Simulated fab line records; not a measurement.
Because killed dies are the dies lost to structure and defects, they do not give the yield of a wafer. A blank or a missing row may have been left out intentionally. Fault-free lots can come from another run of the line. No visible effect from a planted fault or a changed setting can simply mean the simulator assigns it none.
Which tool did it? :: flow n5_finfet :: 11 lots with 30 wafers sampled at 2 steps, on a route of 1938 steps

== WHAT THE GAUGES SHOWED, per wafer ==
N5_BEOL_M15_THK_MEAS_01. Usual: M15_ILD_THK typically reads 1626 nm, with standard deviation 23.
lot: L784
measured: day 16 00:46
on: film_metro-01
M15_ILD_THK (nm): 1605 1614 1655
flag: 

lot: L785
measured: day 16 01:02
on: film_metro-02
M15_ILD_THK (nm): 1639 1646 1639
flag: 

lot: L787
measured: day 16 09:04
on: film_metro-02
M15_ILD_THK (nm): 1599 1660
flag: 

lot: L788
measured: day 16 09:44
on: film_metro-01
M15_ILD_THK (nm): 1634 1662 1643
flag: 

lot: L790
measured: day 17 09:11
on: film_metro-01
M15_ILD_THK (nm): 1616 1624
flag: 

lot: L796
measured: day 18 01:46
on: film_metro-02
M15_ILD_THK (nm): 1603 1616 1623
flag: 

lot: L799
measured: day 18 19:02
on: film_metro-01
M15_ILD_THK (nm): 1618 1627 1666
flag: 

lot: L797
measured: day 19 02:01
on: film_metro-02
M15_ILD_THK (nm): 1619 1629 1644
flag: 

lot: L803
measured: day 19 22:09
on: film_metro-01
M15_ILD_THK (nm): 1624 1626
flag: 

lot: L806
measured: day 20 17:33
on: film_metro-01
M15_ILD_THK (nm): 1627 1660 1659
flag: 

lot: L807
measured: day 21 09:54
on: film_metro-02
M15_ILD_THK (nm): 1629 1648 1617
flag: 

== WHAT TOOL EACH LOT RAN ON (gives the tool, then ch and the chambers of the sampled wafers, and finally the start) ==
lot: L784
N5_BEOL_M14_STRIP_37: rie_diel-04 ch 0,1,3, day 15 22:41

lot: L785
N5_BEOL_M14_STRIP_37: rie_diel-05 ch 1,2,3, day 15 22:54

lot: L787
N5_BEOL_M14_STRIP_37: rie_diel-05 ch 2,3, day 16 06:55

lot: L788
N5_BEOL_M14_STRIP_37: rie_diel-01 ch 1,3, day 16 07:17

lot: L790
N5_BEOL_M14_STRIP_37: rie_diel-04 ch 2, day 17 07:06

lot: L796
N5_BEOL_M14_STRIP_37: rie_diel-01 ch 0,1,2, day 17 23:34

lot: L799
N5_BEOL_M14_STRIP_37: rie_diel-04 ch 1,3, day 18 17:06

lot: L797
N5_BEOL_M14_STRIP_37: rie_diel-05 ch 1,3, day 18 23:51

lot: L803
N5_BEOL_M14_STRIP_37: rie_diel-04 ch 2, day 19 18:59

lot: L806
N5_BEOL_M14_STRIP_37: rie_diel-01 ch 0,1, day 20 14:56

lot: L807
N5_BEOL_M14_STRIP_37: rie_diel-04 ch 0,3, day 21 06:51
- N5_BEOL_M14_STRIP_37: strips in O2.

== WHAT THE TOOLS THEMSELVES READ (means of the sampled wafers that have a number; where no wafer has one, the mark that the record gives instead) ==
N5_BEOL_M14_STRIP_37. Usual: chamber_pressure_mTorr 30.00 mTorr, standard deviation 0.058; drypump_motor_current_A 5.9 A, standard deviation 0.44; oes_product_au 0.80 a.u., standard deviation 0.065; rf_vpp_V 3.7 V, standard deviation 0.93; showerhead_plenum_p_Torr 2.12 Torr, standard deviation 0.064; throttle_valve_pct 16.60 %, standard deviation 0.16.
lot: L784
tool: rie_diel-04
chamber_pressure_mTorr (mTorr): 29.96
drypump_motor_current_A (A): 5.7
oes_product_au (a.u.): 0.88
rf_vpp_V (V): 4.5
showerhead_plenum_p_Torr (Torr): 2.10
throttle_valve_pct (%): 16.55
flag: 

lot: L785
tool: rie_diel-05
chamber_pressure_mTorr (mTorr): 30.00
drypump_motor_current_A (A): 6.2
oes_product_au (a.u.): 0.80
rf_vpp_V (V): 3.6
showerhead_plenum_p_Torr (Torr): 2.17
throttle_valve_pct (%): 16.65
flag: 

lot: L787
tool: rie_diel-05
chamber_pressure_mTorr (mTorr): 30.01
drypump_motor_current_A (A): 6.2
oes_product_au (a.u.): 0.79
rf_vpp_V (V): 3.8
showerhead_plenum_p_Torr (Torr): 2.16
throttle_valve_pct (%): 16.59
flag: 

lot: L788
tool: rie_diel-01
chamber_pressure_mTorr (mTorr): 29.98
drypump_motor_current_A (A): 6.2
oes_product_au (a.u.): 0.75
rf_vpp_V (V): 2.7
showerhead_plenum_p_Torr (Torr): 2.07
throttle_valve_pct (%): 16.68
flag: 

lot: L790
tool: rie_diel-04
chamber_pressure_mTorr (mTorr): 29.98
drypump_motor_current_A (A): 5.7
oes_product_au (a.u.): 0.72
rf_vpp_V (V): 3.2
showerhead_plenum_p_Torr (Torr): 2.06
throttle_valve_pct (%): 16.50
flag: 

lot: L796
tool: rie_diel-01
chamber_pressure_mTorr (mTorr): 30.03
drypump_motor_current_A (A): 5.9
oes_product_au (a.u.): 0.83
rf_vpp_V (V): 2.9
showerhead_plenum_p_Torr (Torr): 2.09
throttle_valve_pct (%): 16.57
flag: 

lot: L799
tool: rie_diel-04
chamber_pressure_mTorr (mTorr): 30.04
drypump_motor_current_A (A): 6.1
oes_product_au (a.u.): 0.86
rf_vpp_V (V): 3.7
showerhead_plenum_p_Torr (Torr): 2.12
throttle_valve_pct (%): 16.67
flag: 

lot: L797
tool: rie_diel-05
chamber_pressure_mTorr (mTorr): 29.99
drypump_motor_current_A (A): 6.5
oes_product_au (a.u.): 0.78
rf_vpp_V (V): 3.5
showerhead_plenum_p_Torr (Torr): 2.21
throttle_valve_pct (%): 16.79
flag: 

lot: L803
tool: rie_diel-04
chamber_pressure_mTorr (mTorr): 29.98
drypump_motor_current_A (A): 5.7
oes_product_au (a.u.): 0.71
rf_vpp_V (V): 3.1
showerhead_plenum_p_Torr (Torr): 2.05
throttle_valve_pct (%): 16.54
flag: 

lot: L806
tool: rie_diel-01
chamber_pressure_mTorr (mTorr): 29.98
drypump_motor_current_A (A): 6.0
oes_product_au (a.u.): 0.78
rf_vpp_V (V): 3.5
showerhead_plenum_p_Torr (Torr): 2.09
throttle_valve_pct (%): 16.79
flag: 

lot: L807
tool: rie_diel-04
chamber_pressure_mTorr (mTorr): 30.05
drypump_motor_current_A (A): 5.3
oes_product_au (a.u.): 0.82
rf_vpp_V (V): 2.8
showerhead_plenum_p_Torr (Torr): 2.06
throttle_valve_pct (%): 16.59
flag: 

== THE ANSWER, worked out from the rows above alone ==
Rule: lot off if the mean of its wafers having a number is beyond 3 standard deviations from the usual mean. Also off: a lot with no number at a reading for which 4 or more lots have one. Where the step has rows for the other lots, those lots are counted as sound. After the gauges, taken in route order, come the tools' own readings; for these a lot's mean is taken, as printed above. The first step at which some lot is off is used, and at that step the reading that is off furthest; a lot without a number counts as furthest.
Across all readings shown, no lot is off: no conclusion can be drawn from this.

== WHAT HAD BEEN PUT IN BY THE SIMULATOR ==
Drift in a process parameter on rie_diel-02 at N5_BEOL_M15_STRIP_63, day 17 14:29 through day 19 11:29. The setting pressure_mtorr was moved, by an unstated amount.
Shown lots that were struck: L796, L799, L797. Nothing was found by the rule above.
